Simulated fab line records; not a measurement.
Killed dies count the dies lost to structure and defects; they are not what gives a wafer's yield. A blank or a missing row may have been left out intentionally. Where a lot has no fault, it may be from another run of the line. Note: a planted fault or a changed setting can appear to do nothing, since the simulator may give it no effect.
Matching of chambers + flow n5_finfet + pecvd-02 running N5_BEOL_M15_ILD_DEP_00: 3 sister chambers
The step deposits SiO2 from TEOS/O2, target thk 1629.3 nm, time 346.1 s. 3 wafers are shown with their chamber, then 7 later ones without.

== WAFERS PAIRED WITH THEIR CHAMBERS ==
| wafer  | chamber | throttle_valve_pct (%) |
|--------|---------|------------------------|
| L092.4 | 1       | 18.0                   |
| L093.1 | 2       | 18.5                   |
| L093.3 | 0       | 18.3                   |

== WAFERS MISSING THEIR CHAMBER ==
| wafer  | throttle_valve_pct (%) |
|--------|------------------------|
| L093.6 | 18.0                   |
| L094.2 | 17.5                   |
| L094.3 | 18.2                   |
| L094.5 | 18.1                   |
| L096.1 | 18.2                   |
| L096.3 | 17.6                   |
| L096.5 | 17.7                   |

== CHAMBER TAKEN BY EACH ==
| wafer  | from the rows above          | in truth |
|--------|------------------------------|----------|
| L093.6 | can't be placed: 1 or 0 or 2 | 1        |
| L094.2 | can't be placed: 1 or 0 or 2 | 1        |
| L094.3 | can't be placed: 0 or 1 or 2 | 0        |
| L094.5 | can't be placed: 1 or 0 or 2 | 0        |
| L096.1 | can't be placed: 0 or 1 or 2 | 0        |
| L096.3 | can't be placed: 1 or 0 or 2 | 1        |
| L096.5 | can't be placed: 1 or 0 or 2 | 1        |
Placed correctly: 0 of 7. Not placeable from these rows: 7 (in 7, the candidates include the true chamber). Number placed wrongly: 0.
How it was worked out, from the rows above alone: a wafer's distance from a chamber is the root of the sum, over the readings, of the square of ((its reading less the chamber's mean) divided by the reading's scatter). The wafer belongs to the nearest chamber; if the next one is less than 2 further off, it can't be placed. Each chamber's mean is taken over the wafers shown for it. The scatter: root of mean squared gap, hidden wafer to nearest shown wafer, with one shown wafer a chamber.
